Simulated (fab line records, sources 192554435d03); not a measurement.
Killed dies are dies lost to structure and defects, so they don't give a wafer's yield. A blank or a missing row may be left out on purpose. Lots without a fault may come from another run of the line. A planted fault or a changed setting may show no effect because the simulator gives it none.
fab line records | flow n5_finfet
record lots=24 wafers=72 last_day=18
route steps=1938 shown FIN_SAQP@112
lots that met no fault: from a run of the same line without faults
start_h: hours from the record's first day to the start of the lot's first wafer shown | wait_h: hours since the lot's step before | " the same as in the row above | L1.1+2: a row that stands for several wafers | - no value, or no start given | * or withheld: withheld | < > ~ a bound
route shown NAME@n: a module of which the file shows steps, and the number in the route of the first | usual: mean/standard deviation of fault-free wafers | same: alike in all rows | chamber/n: place in a boat | sites: the reading at each site | _std_site: their standard deviation | _edge_site: outer sites' mean less inner sites' | radius_mm: how far each site lies from the wafer's centre | mask NAME#n: copy n | behind: the tool/chamber that last shaped the wafer | hold: why the lot was held/for how many hours/how that ended | device: the transistor (n, p or np) that didn't switch | end of line: the same wafers' tests at the end of the route | a step without rows: its recipe alone | killed: dies lost to structure and defects at the first sort, not the wafer's yield | map: a wafer's dies, x killed, . not, _ none there
set.NAME: the setting as run; set.NAME@STEP: as run at that earlier step | model.NAME: the simulator's own value behind a step, which no gauge read
steps of the route over a sample of lots; a table a step, a row a wafer
services: from which hour (start_h, from the record's first day; less than 0 if before it) a tool's chamber was out of use, for how many hours, and why
## steps
# step N5_FIN_SAQP_OVL_MEAS_17
# recipe points_per_wafer=44
# usual FIN_CORE_OVL=0.1/0.8
# columns lot.wafer tool chamber start_h wait_h FIN_CORE_OVL[nm]
L074.1 overlay-02 0 21.65 0.0 0.1
L074.4 " 0 " " -0.1
L074.5 " 0 " " 0.9
L075.1 overlay-02 0 27.29 0.0 -0.4
L075.2 " 0 " " -0.8
L075.6 " 0 " " -0.5
L076.1 overlay-01 0 33.77 0.0 -2.0
L076.4 " 0 " " -2.2
L076.5 " 0 " " 0.4
L077.2 overlay-01 0 39.37 0.0 -1.1
L077.5 " 0 " " -1.8
L077.6 " 0 " " -1.3
L078.1 overlay-02 0 45.55 0.0 0.5
L078.3 " 0 " " -0.4
L078.4 " 0 " " 0.7
L079.2 overlay-01 0 51.57 0.0 0.6
L079.5 " 0 " " 0.6
L079.6 " 0 " " 0.4
L080.2 overlay-02 0 57.74 0.0 0.5
L080.3 " 0 " " 0.9
L080.4 " 0 " " 0.8
L081.4 overlay-02 0 64.45 0.0 0.8
L081.5 " 0 " " 1.1
L081.6 " 0 " " -0.9
L082.2 overlay-02 0 70.24 0.0 0.5
L082.4 " 0 " " 0.0
L082.5 " 0 " " 0.8
L083.1 overlay-02 0 76.42 0.0 -0.3
L083.2 " 0 " " 0.4
L083.3 " 0 " " -1.1
L084.1 overlay-01 0 82.07 0.0 0.0
L084.2 " 0 " " 0.7
L084.6 " 0 " " 0.2
L085.1 overlay-01 0 88.77 0.0 0.4
L085.5 " 0 " " 0.0
L085.6 " 0 " " 0.7
L086.2 overlay-01 0 95.80 0.0 -0.5
L086.4 " 0 " " -0.6
L086.5 " 0 " " 0.5
L087.1 overlay-02 0 101.73 0.0 -1.0
L087.3 " 0 " " -1.2
L087.4 " 0 " " 0.6
L088.3 overlay-02 0 105.62 0.0 0.1
L088.5 " 0 " " -0.3
L088.6 " 0 " " 0.5
L089.1 overlay-02 0 112.05 0.0 1.4
L089.5 " 0 " " 0.0
L089.6 " 0 " " -0.2
L090.1 overlay-02 0 118.20 0.0 -0.2
L090.4 " 0 " " -0.3
L090.6 " 0 " " -1.1
L091.2 overlay-01 0 124.61 0.0 -0.8
L091.3 " 0 " " 0.2
L091.6 " 0 " " 0.0
L092.3 overlay-02 0 129.86 0.0 0.6
L092.4 " 0 " " 1.0
L092.5 " 0 " " 0.1
L093.1 overlay-02 0 135.74 0.0 -0.7
L093.3 " 0 " " 0.4
L093.6 " 0 " " 1.4
L094.1 overlay-02 0 141.83 0.0 0.8
L094.2 " 0 " " -0.4
L094.5 " 0 " " 1.6
L095.2 overlay-01 0 147.53 0.0 0.0
L095.3 " 0 " " 0.0
L095.6 " 0 " " -0.5
L096.4 overlay-02 0 153.99 0.0 -1.4
L096.5 " 0 " " -0.8
L096.6 " 0 " " 0.7
L097.1 overlay-02 0 159.65 0.0 1.2
L097.3 " 0 " " 1.1
L097.4 " 0 " " 0.9
# step N5_FIN_SAQP_DESCUM_21
# recipe chemistry=O2 time_s=7.9 source_power_w=50 bias_power_w=20 pressure_mtorr=20 rf_frequency_hz=2.712e+07 temp_c=40 resist=CAR-ArF o2_flow_sccm=225
# usual drypump_motor_current_A=5.6/0.3 oes_product_au=0.78/0.092 rf_vpp_V=242.8/1.6 showerhead_plenum_p_Torr=2.08/0.083 temp_c=39.99/0.11 throttle_valve_pct=20.46/0.2
# columns lot.wafer tool chamber start_h wait_h drypump_motor_current_A oes_product_au rf_hours_counter_h rf_vpp_V showerhead_plenum_p_Torr temp_c throttle_valve_pct
L074.1 rie_diel-01 3 21.71 0.0 5.4 0.90 25 242.2 2.05 40.13 20.42
L074.4 " 1 " " 6.0 0.82 78 242.6 2.03 40.02 20.33
L074.5 " 0 " " 5.6 0.83 - 242.5 2.03 39.80 20.34
L075.1 rie_diel-01 3 27.75 0.4 5.5 0.90 27 241.2 2.05 40.01 20.42
L075.2 " 1 " " 6.0 0.82 81 243.2 2.03 40.00 20.33
L075.6 " 0 " " 5.7 0.83 - 242.2 2.02 39.95 20.35
L076.1 rie_diel-03 2 33.86 0.1 5.5 0.71 171 244.0 2.17 39.87 20.81
L076.4 " 3 " " 5.7 0.74 163 242.4 2.00 39.94 20.49
L076.5 " 0 " " 5.3 0.67 - 241.3 1.97 40.01 20.48
L077.2 rie_diel-03 0 39.43 0.0 5.3 0.68 230 240.9 1.97 40.00 20.45
L077.5 " 2 " " 5.5 0.72 - 244.6 2.17 40.00 20.80
L077.6 " 0 " " 5.3 0.67 - 240.2 1.97 40.07 20.46
L078.1 rie_diel-01 3 45.61 0.0 5.5 0.88 36 241.5 2.05 40.12 20.44
L078.3 " 1 " " 6.0 0.82 89 240.6 2.02 40.09 20.37
L078.4 " 2 " " 5.9 0.76 - 241.7 2.10 39.98 20.56
L079.2 rie_diel-05 1 51.67 0.1 5.8 0.72 217 241.6 2.06 40.06 20.41
L079.5 " 3 " " 5.5 0.67 - 242.4 1.97 39.85 20.52
L079.6 " 2 " " 4.9 0.69 - 243.2 2.15 39.95 20.28
L080.2 rie_diel-03 2 57.94 0.2 5.5 0.71 182 245.4 2.17 39.88 20.83
L080.3 " 3 " " 5.7 0.73 174 240.6 2.00 40.05 20.50
L080.4 " 2 " " 5.5 0.71 - 242.4 2.17 40.13 20.82
L081.4 rie_diel-03 3 64.52 0.0 5.8 0.73 - 241.3 2.00 39.86 20.49
L081.5 " 0 " " 5.3 0.67 - 240.6 1.97 39.90 20.47
L081.6 " 2 " " 5.5 0.71 - 244.2 2.17 39.82 20.82
L082.2 rie_diel-05 0 70.56 0.3 5.6 0.78 137 244.7 2.09 40.04 20.44
L082.4 " 0 " " 5.6 0.77 - 243.3 2.09 39.88 20.43
L082.5 " 1 " " 5.8 0.70 - 243.6 2.06 39.98 20.41
L083.1 rie_diel-03 2 76.47 0.0 5.5 0.71 189 243.1 2.17 40.06 20.85
L083.2 " 3 " " 5.7 0.73 181 240.7 2.00 39.93 20.53
L083.3 " 0 " " 5.3 0.67 246 241.0 1.97 40.06 20.49
L084.1 rie_diel-01 3 82.13 0.0 5.5 0.86 47 242.0 2.04 39.93 20.45
L084.2 " 2 " " 5.9 0.75 153 241.8 2.09 40.14 20.60
L084.6 " 2 " " 5.9 0.75 - 243.6 2.09 40.16 20.58
L085.1 rie_diel-03 2 88.83 0.0 5.5 0.71 191 245.4 2.16 40.03 20.84
L085.5 " 3 " " 5.7 0.73 - 242.5 2.00 39.84 20.52
L085.6 " 2 " " 5.5 0.71 - 242.6 2.16 39.98 20.85
L086.2 rie_diel-01 1 95.85 0.0 6.0 0.79 108 242.1 2.02 40.03 20.38
L086.4 " 0 " " 5.7 0.80 115 243.1 2.02 39.89 20.38
L086.5 " 2 " " 5.9 0.74 - 243.6 2.09 40.00 20.60
L087.1 rie_diel-05 0 101.80 0.0 5.6 0.77 148 244.2 2.09 39.96 20.46
L087.3 " 2 " " 4.9 0.98 3 243.8 2.15 39.96 19.96
L087.4 " 1 " " 5.8 0.70 238 243.3 2.05 40.17 20.42
L088.3 rie_diel-05 0 105.68 0.0 5.7 0.76 150 242.2 2.09 39.95 20.44
L088.5 " 2 " " 4.9 0.98 - 244.1 2.15 39.91 19.96
L088.6 " 3 " " 5.5 0.96 - 246.8 2.23 39.92 20.16
L089.1 rie_diel-03 2 112.11 0.0 5.5 0.70 202 243.4 2.16 40.00 20.86
L089.5 " 1 " " 6.0 0.95 - 245.6 2.24 40.01 20.49
L089.6 " 3 " " 5.7 0.71 - 240.8 1.99 40.07 20.54
L090.1 rie_diel-03 3 118.25 0.0 5.7 0.71 199 241.1 1.99 40.09 20.54
L090.4 " 3 " " 5.7 0.71 - 241.8 1.99 40.24 20.57
L090.6 " 2 " " 5.5 0.69 - 243.4 2.16 40.14 20.87
L091.2 rie_diel-01 3 124.67 0.0 5.5 0.85 63 243.2 2.04 40.04 20.47
L091.3 " 0 " " 5.7 0.79 125 241.8 2.01 39.86 20.39
L091.6 " 1 " " 6.0 0.78 - 241.7 2.01 39.93 20.39
L092.3 rie_diel-01 2 129.91 0.0 5.9 0.74 171 243.5 2.09 39.82 20.63
L092.4 " 0 " " 5.7 0.79 127 241.3 2.01 40.20 20.40
L092.5 " 0 " " 5.7 0.79 - 242.2 2.01 40.02 20.39
L093.1 rie_diel-05 2 135.94 0.2 4.9 0.93 16 243.8 2.14 40.07 19.96
L093.3 " 3 " " 5.6 0.91 20 244.5 2.22 40.02 20.17
L093.6 " 0 " " 5.6 0.75 - 243.4 2.08 39.86 20.46
L094.1 rie_diel-05 2 141.88 0.0 4.9 0.93 19 243.0 2.14 39.95 19.96
L094.2 " 0 " " 5.6 0.75 162 242.7 2.08 40.08 20.48
L094.5 " 0 " " 5.5 0.75 - 244.1 2.08 39.87 20.48
L095.2 rie_diel-03 3 147.59 0.0 5.8 0.71 209 240.4 1.99 40.08 20.58
L095.3 " 2 " " 5.5 0.68 215 243.8 2.16 40.05 20.88
L095.6 " 2 " " 5.5 0.68 - 243.7 2.16 40.16 20.89
L096.4 rie_diel-01 1 154.05 0.0 6.0 0.78 128 241.2 2.01 39.91 20.42
L096.5 " 1 " " 6.0 0.77 - 241.8 2.01 40.11 20.41
L096.6 " 2 " " 5.9 0.73 - 243.6 2.08 40.15 20.64
L097.1 rie_diel-01 0 160.28 0.6 5.7 0.77 139 243.0 2.01 39.90 20.41
L097.3 " 2 " " 5.9 0.73 182 244.3 2.08 39.98 20.63
L097.4 " 1 " " 6.0 0.77 130 241.4 2.01 39.92 20.42
# step N5_FIN_SAQP_RECESS_75
# recipe chemistry=HF/NH3 target=SiO2 target_depth_a=144 afs_cycles=3 temp_c=30 sublimation_temp_c=180 sublimation_time_s=60
# usual drypump_motor_current_A=5.70/0.22 temp_c=30.01/0.11
# same afs_cycles=3
# columns lot.wafer tool chamber start_h wait_h drypump_motor_current_A temp_c
L074.1 vapor_etch-02 1 22.48 0.0 5.82 29.94
L074.4 " 1 " " 5.85 29.86
L074.5 " 1 " " 5.81 29.84
L075.1 vapor_etch-02 0 28.45 0.0 5.99 30.16
L075.2 " 1 " " 5.81 30.05
L075.6 " 0 " " 5.96 30.06
L076.1 vapor_etch-02 1 34.65 0.0 5.85 29.72
L076.4 " 1 " " 5.86 29.86
L076.5 " 1 " " 5.82 29.96
L077.2 vapor_etch-02 0 40.14 0.0 5.95 29.94
L077.5 " 0 " " 5.95 30.13
L077.6 " 1 " " 5.82 30.03
L078.1 vapor_etch-01 1 46.33 0.0 5.54 30.15
L078.3 " 0 " " 5.42 30.11
L078.4 " 1 " " 5.52 30.00
L079.2 vapor_etch-01 0 52.39 0.0 5.43 29.89
L079.5 " 1 " " 5.53 30.09
L079.6 " 0 " " 5.42 29.97
L080.2 vapor_etch-01 0 58.67 0.0 5.43 29.90
L080.3 " 0 " " 5.42 30.08
L080.4 " 1 " " 5.51 29.97
L081.4 vapor_etch-01 1 65.33 0.1 5.49 30.01
L081.5 " 1 " " 5.51 30.16
L081.6 " 0 " " 5.44 30.01
L082.2 vapor_etch-02 0 71.50 0.3 5.99 29.87
L082.4 " 1 " " 5.80 30.05
L082.5 " 1 " " 5.78 29.96
L083.1 vapor_etch-01 0 77.22 0.0 5.40 29.76
L083.2 " 1 " " 5.53 30.11
L083.3 " 1 " " 5.53 30.15
L084.1 vapor_etch-02 1 82.88 0.0 5.83 29.99
L084.2 " 0 " " 6.01 29.80
L084.6 " 1 " " 5.87 30.05
L085.1 vapor_etch-01 0 89.59 0.1 5.41 30.26
L085.5 " 0 " " 5.41 30.02
L085.6 " 1 " " 5.51 30.03
L086.2 vapor_etch-01 0 96.56 0.0 5.42 29.93
L086.4 " 0 " " 5.44 30.05
L086.5 " 0 " " 5.44 29.96
L087.1 vapor_etch-02 1 102.62 0.0 5.84 29.84
L087.3 " 1 " " 5.85 29.97
L087.4 " 0 " " 5.97 29.93
L088.3 vapor_etch-02 0 106.50 0.1 5.94 30.03
L088.5 " 0 " " 5.95 30.17
L088.6 " 1 " " 5.80 30.09
L089.1 vapor_etch-02 0 112.81 0.0 5.95 30.05
L089.5 " 0 " " 5.97 29.89
L089.6 " 1 " " 5.79 30.02
L090.1 vapor_etch-02 0 118.97 0.0 5.99 30.03
L090.4 " 0 " " 5.97 30.09
L090.6 " 1 " " 5.81 29.91
L091.2 vapor_etch-02 1 125.64 0.0 5.82 30.05
L091.3 " 0 " " 5.97 29.99
L091.6 " 1 " " 5.84 29.97
L092.3 vapor_etch-01 1 131.04 0.3 5.52 29.95
L092.4 " 0 " " 5.44 30.03
L092.5 " 0 " " 5.43 29.87
L093.1 vapor_etch-01 1 136.93 0.3 5.52 30.08
L093.3 " 0 " " 5.45 30.22
L093.6 " 0 " " 5.43 30.09
L094.1 vapor_etch-02 0 142.59 0.0 5.96 29.92
L094.2 " 1 " " 5.81 30.20
L094.5 " 1 " " 5.85 30.07
L095.2 vapor_etch-01 0 148.60 0.0 5.41 29.95
L095.3 " 1 " " 5.56 30.18
L095.6 " 1 " " 5.54 30.09
L096.4 vapor_etch-02 0 154.87 0.1 5.98 30.07
L096.5 " 1 " " 5.84 30.03
L096.6 " 0 " " 5.97 30.09
L097.1 vapor_etch-01 0 160.99 0.0 5.43 29.98
L097.3 " 0 " " 5.42 30.09
L097.4 " 1 " " 5.52 30.25
# step N5_FIN_SAQP_SPACER1_ALD_24
# recipe material=SiO2 target_thk_a=203 temp_c=300 ald_precursor_family=BDEAS ald_co_reactant=O2-plasma pulse_time_s=1 purge_time_s=2 co_reactant_purge_time_s=2 ald_cycles=218 pressure_torr=2
# usual heater_power_w=480/68 precursor_pulse_height_rel=1.002/0.018 susceptor_temp_C=300.03/0.22
# columns lot.wafer tool chamber start_h wait_h heater_power_w precursor_pulse_height_rel susceptor_temp_C
L074.1 ald_sin-01 0 22.94 0.3 403 1.012 299.82
L074.4 " 2 " " 473 1.019 300.29
L074.5 " 1 " " 401 1.025 300.18
L075.1 ald_sin-01 0 28.83 0.3 405 0.964 300.17
L075.2 " 3 " " 587 0.991 299.97
L075.6 " 2 " " 477 1.027 299.96
L076.1 ald_sin-04 3 35.16 0.4 418 0.998 300.27
L076.4 " 2 " " 563 1.023 300.25
L076.5 " 3 " " 409 0.981 300.10
L077.2 ald_sin-03 2 40.52 0.3 488 1.034 300.19
L077.5 " 2 " " 471 0.999 299.92
L077.6 " 1 " " 493 1.002 300.18
L078.1 ald_sin-03 0 46.97 0.5 432 0.994 299.98
L078.3 " 3 " " 397 0.972 299.83
L078.4 " 1 " " 503 1.005 300.35
L079.2 ald_sin-04 0 52.78 0.3 440 1.009 300.09
L079.5 " 0 " " 436 1.010 299.92
L079.6 " 1 " " 574 0.982 300.14
L080.2 ald_sin-01 0 59.05 0.3 394 0.993 300.13
L080.3 " 3 " " 608 0.995 299.66
L080.4 " 1 " " 382 1.013 299.92
L081.4 ald_sin-04 1 65.59 0.1 553 1.000 300.09
L081.5 " 0 " " 445 1.009 299.99
L081.6 " 1 " " 550 0.969 300.10
L082.2 ald_sin-01 3 71.97 0.4 610 1.018 300.17
L082.4 " 1 " " 381 0.983 299.78
L082.5 " 0 " " 409 0.975 300.41
L083.1 ald_sin-03 0 77.72 0.3 435 0.964 299.80
L083.2 " 2 " " 472 0.997 300.43
L083.3 " 1 " " 483 0.997 300.16
L084.1 ald_sin-04 3 83.27 0.3 409 1.006 300.01
L084.2 " 1 " " 556 0.988 300.16
L084.6 " 1 " " 561 1.017 300.17
L085.1 ald_sin-04 2 89.97 0.3 563 1.033 300.09
L085.5 " 2 " " 561 1.017 299.99
L085.6 " 3 " " 414 0.995 300.02
L086.2 ald_sin-04 2 97.15 0.5 553 1.023 299.81
L086.4 " 1 " " 574 1.014 300.01
L086.5 " 1 " " 562 0.998 300.19
L087.1 ald_sin-04 0 103.00 0.3 450 1.007 299.58
L087.3 " 2 " " 548 0.984 300.12
L087.4 " 0 " " 441 1.019 299.81
L088.3 ald_sin-03 2 107.33 0.7 477 1.033 300.02
L088.5 " 0 " " 427 0.996 300.28
L088.6 " 1 " " 493 1.008 300.02
L089.1 ald_sin-04 3 113.78 0.8 409 1.006 300.56
L089.5 " 2 " " 551 1.019 299.92
L089.6 " 3 " " 423 1.016 300.60
L090.1 ald_sin-03 1 119.35 0.3 499 0.999 299.94
L090.4 " 3 " " 409 1.014 299.73
L090.6 " 3 " " 400 1.014 299.78
L091.2 ald_sin-04 3 126.02 0.3 415 0.990 300.42
L091.3 " 1 " " 564 0.989 300.22
L091.6 " 1 " " 568 1.025 300.37
L092.3 ald_sin-03 1 131.30 0.1 502 1.024 299.79
L092.4 " 3 " " 397 0.988 300.20
L092.5 " 2 " " 482 0.997 300.29
L093.1 ald_sin-04 3 137.80 0.8 413 1.009 299.64
L093.3 " 0 " " 457 1.010 300.33
L093.6 " 3 " " 418 1.013 299.76
L094.1 ald_sin-01 0 142.97 0.3 413 0.988 299.66
L094.2 " 3 " " 571 0.998 299.99
L094.5 " 0 " " 412 1.012 300.14
L095.2 ald_sin-04 1 148.98 0.3 572 0.961 300.25
L095.3 " 3 " " 404 1.019 299.82
L095.6 " 0 " " 440 0.978 299.72
L096.4 ald_sin-04 0 155.21 0.2 452 0.990 300.07
L096.5 " 1 " " 559 1.016 300.13
L096.6 " 2 " " 549 1.001 299.88
L097.1 ald_sin-04 1 161.37 0.3 562 0.997 300.30
L097.3 " 2 " " 555 1.002 300.03
L097.4 " 0 " " 439 1.021 300.19
# step N5_FIN_SAQP_RECESS_63
# recipe chemistry=HF/NH3 target=SiO2 target_depth_a=180 afs_cycles=3 temp_c=30 sublimation_temp_c=180 sublimation_time_s=60
# usual drypump_motor_current_A=5.72/0.22 temp_c=30.00/0.1
# same afs_cycles=3
# columns lot.wafer tool chamber start_h wait_h drypump_motor_current_A temp_c
L074.1 vapor_etch-02 0 24.13 0.1 5.95 29.84
L074.4 " 1 " " 5.83 29.89
L074.5 " 1 " " 5.84 29.91
L075.1 vapor_etch-01 1 30.02 0.1 5.54 29.97
L075.2 " 0 " " 5.43 29.99
L075.6 " 1 " " 5.52 30.19
L076.1 vapor_etch-01 0 36.39 0.1 5.43 29.92
L076.4 " 0 " " 5.43 29.76
L076.5 " 1 " " 5.52 30.14
L077.2 vapor_etch-02 1 41.77 0.1 5.83 30.14
L077.5 " 1 " " 5.84 30.02
L077.6 " 0 " " 5.99 29.98
L078.1 vapor_etch-02 1 48.18 0.1 5.81 29.93
L078.3 " 1 " " 5.84 29.99
L078.4 " 0 " " 5.97 29.78
L079.2 vapor_etch-01 0 53.96 0.1 5.43 29.78
L079.5 " 0 " " 5.42 29.96
L079.6 " 1 " " 5.53 30.07
L080.2 vapor_etch-02 1 60.39 0.1 5.84 30.06
L080.3 " 1 " " 5.84 29.92
L080.4 " 0 " " 6.00 29.84
L081.4 vapor_etch-02 1 66.90 0.1 5.79 30.06
L081.5 " 1 " " 5.80 30.15
L081.6 " 0 " " 6.01 30.09
L082.2 vapor_etch-02 0 73.50 0.1 5.97 30.08
L082.4 " 0 " " 5.98 29.93
L082.5 " 0 " " 5.98 29.98
L083.1 vapor_etch-01 1 78.91 0.1 5.49 30.19
L083.2 " 0 " " 5.43 30.03
L083.3 " 1 " " 5.50 30.02
L084.1 vapor_etch-02 0 84.49 0.1 5.97 30.11
L084.2 " 1 " " 5.83 30.00
L084.6 " 0 " " 5.98 30.17
L085.1 vapor_etch-01 1 91.38 0.1 5.49 30.08
L085.5 " 0 " " 5.40 30.14
L085.6 " 1 " " 5.47 30.05
L086.2 vapor_etch-01 0 98.35 0.1 5.42 29.89
L086.4 " 0 " " 5.45 30.00
L086.5 " 1 " " 5.53 29.99
L087.1 vapor_etch-02 1 104.29 0.1 5.83 30.08
L087.3 " 0 " " 5.96 30.07
L087.4 " 1 " " 5.80 30.08
L088.3 vapor_etch-01 1 108.63 0.2 5.46 29.99
L088.5 " 1 " " 5.52 29.86
L088.6 " 0 " " 5.43 29.99
L089.1 vapor_etch-02 1 114.97 0.1 5.83 29.88
L089.5 " 0 " " 6.00 29.96
L089.6 " 1 " " 5.82 29.96
L090.1 vapor_etch-02 0 120.80 0.1 5.95 29.93
L090.4 " 0 " " 5.96 30.01
L090.6 " 0 " " 5.97 30.01
L091.2 vapor_etch-02 1 127.21 0.1 5.81 30.05
L091.3 " 0 " " 5.98 29.96
L091.6 " 0 " " 5.99 29.86
L092.3 vapor_etch-01 1 132.61 0.2 5.53 30.00
L092.4 " 0 " " 5.43 29.87
L092.5 " 0 " " 5.41 29.87
L093.1 vapor_etch-01 1 138.98 0.1 5.51 29.93
L093.3 " 0 " " 5.43 30.00
L093.6 " 0 " " 5.43 30.03
L094.1 vapor_etch-01 1 144.16 0.1 5.51 30.08
L094.2 " 0 " " 5.42 29.97
L094.5 " 0 " " 5.43 30.09
L095.2 vapor_etch-02 0 150.25 0.1 6.00 30.02
L095.3 " 1 " " 5.83 29.93
L095.6 " 0 " " 6.00 30.11
L096.4 vapor_etch-02 1 156.53 0.2 5.84 30.11
L096.5 " 1 " " 5.83 30.16
L096.6 " 0 " " 5.97 29.96
L097.1 vapor_etch-02 1 162.69 0.1 5.85 30.04
L097.3 " 1 " " 5.84 30.07
L097.4 " 0 " " 5.99 30.11
# step N5_FIN_SAQP_OCD_MEAS_76
# usual trench_depth_nm=119.8/1.3
# columns lot.wafer tool chamber start_h wait_h trench_depth_nm
L074.1 ocd-02 - 26.23 0.0 119.1
L074.4 " - " " 118.5
L074.5 " - " " 120.0
L075.1 ocd-01 - 31.85 0.0 119.9
L075.2 " - " " 118.7
L075.6 " - " " 120.5
L076.1 ocd-02 - 38.62 0.0 119.6
L076.4 " - " " 119.9
L076.5 " - " " 118.4
L077.2 ocd-01 - 43.61 0.0 118.5
L077.5 " - " " 119.4
L077.6 " - " " 120.4
L078.1 ocd-02 - 50.02 0.0 118.9
L078.3 " - " " 120.5
L078.4 " - " " 120.7
L079.2 ocd-01 - 55.90 0.0 122.6
L079.5 " - " " 118.8
L079.6 " - " " 121.9
L080.2 ocd-01 - 62.55 0.0 121.1
L080.3 " - " " 119.8
L080.4 " - " " 121.4
L081.4 ocd-01 - 68.63 0.0 120.7
L081.5 " - " " 118.7
L081.6 " - " " 119.9
L082.2 ocd-01 - 75.64 0.0 119.0
L082.4 " - " " 121.5
L082.5 " - " " 120.7
L083.1 ocd-01 - 80.86 0.0 122.6
L083.2 " - " " 120.7
L083.3 " - " " 120.3
L084.1 ocd-02 - 87.34 0.0 118.8
L084.2 " - " " 118.6
L084.6 " - " " 118.6
L085.1 ocd-01 - 93.28 0.0 120.4
L085.5 " - " " 120.5
L085.6 " - " " 120.7
L086.2 ocd-01 - 100.53 0.0 117.4
L086.4 " - " " 118.9
L086.5 " - " " 118.0
L087.1 ocd-01 - 106.35 0.0 121.6
L087.3 " - " " 121.0
L087.4 " - " " 120.7
L088.3 ocd-01 - 110.43 0.0 119.7
L088.5 " - " " 119.4
L088.6 " - " " 121.2
L089.1 ocd-01 - 117.10 0.0 116.4
L089.5 " - " " 117.0
L089.6 " - " " 118.1
L090.1 ocd-01 - 122.66 0.0 116.7
L090.4 " - " " 120.7
L090.6 " - " " 120.5
L091.2 ocd-01 - 129.04 0.0 119.3
L091.3 " - " " 120.6
L091.6 " - " " 120.1
L092.3 ocd-01 - 134.36 0.0 120.1
L092.4 " - " " 120.5
L092.5 " - " " 121.9
L093.1 ocd-02 - 140.87 0.0 121.0
L093.3 " - " " 120.2
L093.6 " - " " 119.4
L094.1 ocd-01 - 146.67 0.0 121.0
L094.2 " - " " 118.6
L094.5 " - " " 121.7
L095.2 ocd-02 - 152.35 0.0 119.7
L095.3 " - " " 120.5
L095.6 " - " " 119.6
L096.4 ocd-01 - 158.26 0.0 120.9
L096.5 " - " " 119.7
L096.6 " - " " 119.6
L097.1 ocd-02 - 164.66 0.0 119.3
L097.3 " - " " 120.3
L097.4 " - " " 121.4
## services
# columns tool chamber start_h hours kind
rie_diel-03 - 1.63 1.0 repair
ald_sin-04 - 4.58 0.5 repair
ald_sin-01 2 5.23 9.6 repair
ald_sin-01 - 12.45 0.9 repair
ald_sin-03 3 26.27 5.5 repair
rie_diel-01 2 27.30 12.7 repair
ald_sin-01 0 32.23 10.7 repair
rie_diel-03 1 36.13 - clean
rie_diel-03 1 36.13 - consumable_replace:focus_ring
rie_diel-03 1 36.13 - consumable_replace:showerhead
rie_diel-03 1 36.13 23.5 scheduled_down
rie_diel-03 1 36.13 23.5 vent_cycle
rie_diel-05 3 36.17 4.6 repair
rie_diel-01 0 38.78 9.7 repair
rie_diel-05 0 50.46 10.7 repair
ald_sin-03 3 53.96 2.6 repair
rie_diel-03 1 64.50 6.7 repair
rie_diel-05 - 81.03 0.2 repair
ald_sin-01 - 85.90 14.0 pm
rie_diel-01 - 89.84 2.8 pm
ald_sin-04 3 100.14 9.7 repair
rie_diel-03 0 107.33 15.4 repair
rie_diel-05 0 142.77 7.4 repair
rie_diel-03 1 153.77 12.3 repair
## key
fault none
